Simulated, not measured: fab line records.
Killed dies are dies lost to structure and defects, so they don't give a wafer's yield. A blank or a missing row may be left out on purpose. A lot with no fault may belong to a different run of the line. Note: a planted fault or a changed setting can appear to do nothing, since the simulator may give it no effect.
Lot-split experiment / flow n5_finfet / 39 wafers read across 7 lots, on a route 1938 steps long

## ON THE SPLIT
At N5_HKMG_FIN_ALD_36 (deposits TiN, target thk 1 nm, pulse time 1 s, purge time 3 s), the setting ald_cycles was moved away from the recipe's 47 on 18 of the 39 wafers read, by -48.9% to +51.1%. For the rest of the wafers, this setting stayed at what the recipe calls for.

The reading is taken at the split's own step.

## THE READING
TiN_of_HKMG_FIN_ALD_36.thk_nm (the simulator's own value, which no gauge read), in nm, at N5_HKMG_FIN_ALD_36 (deposits TiN, target thk 1 nm, pulse time 1 s, purge time 3 s). There is no usual value for it anywhere in the file.

wafer=L075.1; tool, chamber at the split=ald_metal-02, 1,3,0; ald_cycles as run=37; against the recipe=-21.3%; TiN_of_HKMG_FIN_ALD_36.thk_nm, nm=0.8; against lot-mates on the recipe=-0.2
wafer=L075.3; tool, chamber at the split=ald_metal-02, 1,3,0; ald_cycles as run=37; against the recipe=-21.3%; TiN_of_HKMG_FIN_ALD_36.thk_nm, nm=0.8; against lot-mates on the recipe=-0.2
wafer=L075.4; tool, chamber at the split=ald_metal-02, 1,3,0; ald_cycles as run=37; against the recipe=-21.3%; TiN_of_HKMG_FIN_ALD_36.thk_nm, nm=0.8; against lot-mates on the recipe=-0.2
wafer=L075.2; tool, chamber at the split=ald_metal-02, 2,1,0; ald_cycles as run=47; against the recipe=recipe; TiN_of_HKMG_FIN_ALD_36.thk_nm, nm=1; against lot-mates on the recipe=-
wafer=L075.5; tool, chamber at the split=ald_metal-02, 2,1,0; ald_cycles as run=47; against the recipe=recipe; TiN_of_HKMG_FIN_ALD_36.thk_nm, nm=1; against lot-mates on the recipe=-
wafer=L075.6; tool, chamber at the split=ald_metal-02, 2,1,0; ald_cycles as run=47; against the recipe=recipe; TiN_of_HKMG_FIN_ALD_36.thk_nm, nm=1; against lot-mates on the recipe=-
wafer=L076.1; tool, chamber at the split=ald_metal-03, 2,3,1; ald_cycles as run=67; against the recipe=+42.6%; TiN_of_HKMG_FIN_ALD_36.thk_nm, nm=1.4; against lot-mates on the recipe=+0.4
wafer=L076.2; tool, chamber at the split=ald_metal-03, 2,3,1; ald_cycles as run=67; against the recipe=+42.6%; TiN_of_HKMG_FIN_ALD_36.thk_nm, nm=1.4; against lot-mates on the recipe=+0.4
wafer=L076.4; tool, chamber at the split=ald_metal-03, 2,3,1; ald_cycles as run=67; against the recipe=+42.6%; TiN_of_HKMG_FIN_ALD_36.thk_nm, nm=1.4; against lot-mates on the recipe=+0.4
wafer=L076.3; tool, chamber at the split=ald_metal-03, 0,0,1; ald_cycles as run=47; against the recipe=recipe; TiN_of_HKMG_FIN_ALD_36.thk_nm, nm=1; against lot-mates on the recipe=-
wafer=L076.5; tool, chamber at the split=ald_metal-03, 0,0,1; ald_cycles as run=47; against the recipe=recipe; TiN_of_HKMG_FIN_ALD_36.thk_nm, nm=1; against lot-mates on the recipe=-
wafer=L076.6; tool, chamber at the split=ald_metal-03, 0,0,1; ald_cycles as run=47; against the recipe=recipe; TiN_of_HKMG_FIN_ALD_36.thk_nm, nm=1; against lot-mates on the recipe=-
wafer=L080.1; tool, chamber at the split=ald_metal-01, 2,3,3; ald_cycles as run=47; against the recipe=recipe; TiN_of_HKMG_FIN_ALD_36.thk_nm, nm=1; against lot-mates on the recipe=-
wafer=L080.4; tool, chamber at the split=ald_metal-01, 2,3,3; ald_cycles as run=47; against the recipe=recipe; TiN_of_HKMG_FIN_ALD_36.thk_nm, nm=1; against lot-mates on the recipe=-
wafer=L080.6; tool, chamber at the split=ald_metal-01, 2,3,3; ald_cycles as run=47; against the recipe=recipe; TiN_of_HKMG_FIN_ALD_36.thk_nm, nm=1; against lot-mates on the recipe=-
wafer=L080.2; tool, chamber at the split=ald_metal-01, 1,0,0; ald_cycles as run=24; against the recipe=-48.9%; TiN_of_HKMG_FIN_ALD_36.thk_nm, nm=0.6; against lot-mates on the recipe=-0.4
wafer=L080.3; tool, chamber at the split=ald_metal-01, 1,0,0; ald_cycles as run=24; against the recipe=-48.9%; TiN_of_HKMG_FIN_ALD_36.thk_nm, nm=0.6; against lot-mates on the recipe=-0.4
wafer=L080.5; tool, chamber at the split=ald_metal-01, 1,0,0; ald_cycles as run=24; against the recipe=-48.9%; TiN_of_HKMG_FIN_ALD_36.thk_nm, nm=0.6; against lot-mates on the recipe=-0.4
wafer=L088.1; tool, chamber at the split=ald_metal-02, 0,2,2; ald_cycles as run=29; against the recipe=-38.3%; TiN_of_HKMG_FIN_ALD_36.thk_nm, nm=0.6; against lot-mates on the recipe=-0.4
wafer=L088.3; tool, chamber at the split=ald_metal-02, 0,2,2; ald_cycles as run=29; against the recipe=-38.3%; TiN_of_HKMG_FIN_ALD_36.thk_nm, nm=0.6; against lot-mates on the recipe=-0.4
wafer=L088.6; tool, chamber at the split=ald_metal-02, 0,2,2; ald_cycles as run=29; against the recipe=-38.3%; TiN_of_HKMG_FIN_ALD_36.thk_nm, nm=0.6; against lot-mates on the recipe=-0.4
wafer=L088.2; tool, chamber at the split=ald_metal-02, 1,3,3; ald_cycles as run=47; against the recipe=recipe; TiN_of_HKMG_FIN_ALD_36.thk_nm, nm=1; against lot-mates on the recipe=-
wafer=L088.4; tool, chamber at the split=ald_metal-02, 1,3,3; ald_cycles as run=47; against the recipe=recipe; TiN_of_HKMG_FIN_ALD_36.thk_nm, nm=1; against lot-mates on the recipe=-
wafer=L088.5; tool, chamber at the split=ald_metal-02, 1,3,3; ald_cycles as run=47; against the recipe=recipe; TiN_of_HKMG_FIN_ALD_36.thk_nm, nm=1; against lot-mates on the recipe=-
wafer=L090.1; tool, chamber at the split=ald_metal-03, 2,1,3; ald_cycles as run=71; against the recipe=+51.1%; TiN_of_HKMG_FIN_ALD_36.thk_nm, nm=1.6; against lot-mates on the recipe=+0.6
wafer=L090.3; tool, chamber at the split=ald_metal-03, 2,1,3; ald_cycles as run=71; against the recipe=+51.1%; TiN_of_HKMG_FIN_ALD_36.thk_nm, nm=1.6; against lot-mates on the recipe=+0.6
wafer=L090.6; tool, chamber at the split=ald_metal-03, 2,1,3; ald_cycles as run=71; against the recipe=+51.1%; TiN_of_HKMG_FIN_ALD_36.thk_nm, nm=1.6; against lot-mates on the recipe=+0.6
wafer=L090.2; tool, chamber at the split=ald_metal-03, 0,3,0; ald_cycles as run=47; against the recipe=recipe; TiN_of_HKMG_FIN_ALD_36.thk_nm, nm=1; against lot-mates on the recipe=-
wafer=L090.4; tool, chamber at the split=ald_metal-03, 0,3,0; ald_cycles as run=47; against the recipe=recipe; TiN_of_HKMG_FIN_ALD_36.thk_nm, nm=1; against lot-mates on the recipe=-
wafer=L090.5; tool, chamber at the split=ald_metal-03, 0,3,0; ald_cycles as run=47; against the recipe=recipe; TiN_of_HKMG_FIN_ALD_36.thk_nm, nm=1; against lot-mates on the recipe=-
wafer=L091.1; tool, chamber at the split=ald_metal-03, 0,3,2; ald_cycles as run=47; against the recipe=recipe; TiN_of_HKMG_FIN_ALD_36.thk_nm, nm=1; against lot-mates on the recipe=-
wafer=L091.3; tool, chamber at the split=ald_metal-03, 0,3,2; ald_cycles as run=47; against the recipe=recipe; TiN_of_HKMG_FIN_ALD_36.thk_nm, nm=1; against lot-mates on the recipe=-
wafer=L091.4; tool, chamber at the split=ald_metal-03, 0,3,2; ald_cycles as run=47; against the recipe=recipe; TiN_of_HKMG_FIN_ALD_36.thk_nm, nm=1; against lot-mates on the recipe=-
wafer=L091.2; tool, chamber at the split=ald_metal-03, 1,2,3; ald_cycles as run=34; against the recipe=-27.7%; TiN_of_HKMG_FIN_ALD_36.thk_nm, nm=0.8; against lot-mates on the recipe=-0.2
wafer=L091.5; tool, chamber at the split=ald_metal-03, 1,2,3; ald_cycles as run=34; against the recipe=-27.7%; TiN_of_HKMG_FIN_ALD_36.thk_nm, nm=0.8; against lot-mates on the recipe=-0.2
wafer=L091.6; tool, chamber at the split=ald_metal-03, 1,2,3; ald_cycles as run=34; against the recipe=-27.7%; TiN_of_HKMG_FIN_ALD_36.thk_nm, nm=0.8; against lot-mates on the recipe=-0.2
wafer=L094.1; tool, chamber at the split=ald_metal-02, 3,1,2; ald_cycles as run=47; against the recipe=recipe; TiN_of_HKMG_FIN_ALD_36.thk_nm, nm=1; against lot-mates on the recipe=-
wafer=L094.3; tool, chamber at the split=ald_metal-02, 3,1,2; ald_cycles as run=47; against the recipe=recipe; TiN_of_HKMG_FIN_ALD_36.thk_nm, nm=1; against lot-mates on the recipe=-
wafer=L094.6; tool, chamber at the split=ald_metal-02, 3,1,2; ald_cycles as run=47; against the recipe=recipe; TiN_of_HKMG_FIN_ALD_36.thk_nm, nm=1; against lot-mates on the recipe=-
When a row names more than one chamber, that row covers several wafers, and the file does not tell which wafer ran in which chamber.

THE FIT
A straight line over all 39 wafers: TiN_of_HKMG_FIN_ALD_36.thk_nm changes by +0.0098 nm for each +1% of ald_cycles; r = +0.99; the points scatter about the line by 0.039 nm.
The same after taking each lot's own level away (the mean of its wafers on the recipe; 39 wafers): +0.0098 nm for each +1%; r = +0.99; scatter 0.039 nm.
The reading moves by 0.5 nm for the largest change in ald_cycles, on that fit.
The lots' own levels span 1.00 to 1.00 nm.
Hence the lot-to-lot level has little effect on the slope; both slopes agree.
Check: for one of the wafers moved furthest among these (+51.1%), held out of the fit, the line's prediction against its lot-mates is +0.504 nm. Against them it came out at +0.6 nm.

## OTHER SPLITS APPLIED TO THESE WAFERS
Other splits were also applied to these wafers ahead of the reading. Each is held against what the fit with the lots' levels taken away leaves over:
other split on the same wafers=N5_ZERO_LAYER_ETCH_18 target_depth_a; wafers away from the commonest value=12; r with TiN_of_HKMG_FIN_ALD_36.thk_nm (lot level and that fit taken away)=+0.04
other split on the same wafers=N5_FIN_SAQP_DEVELOP_15 develop_time_s; wafers away from the commonest value=12; r with TiN_of_HKMG_FIN_ALD_36.thk_nm (lot level and that fit taken away)=-0.08

## THE FILE'S OWN FIT
TiN_of_HKMG_FIN_ALD_36.thk_nm changes by +0.00972 nm for each +1% of ald_cycles, r = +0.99.
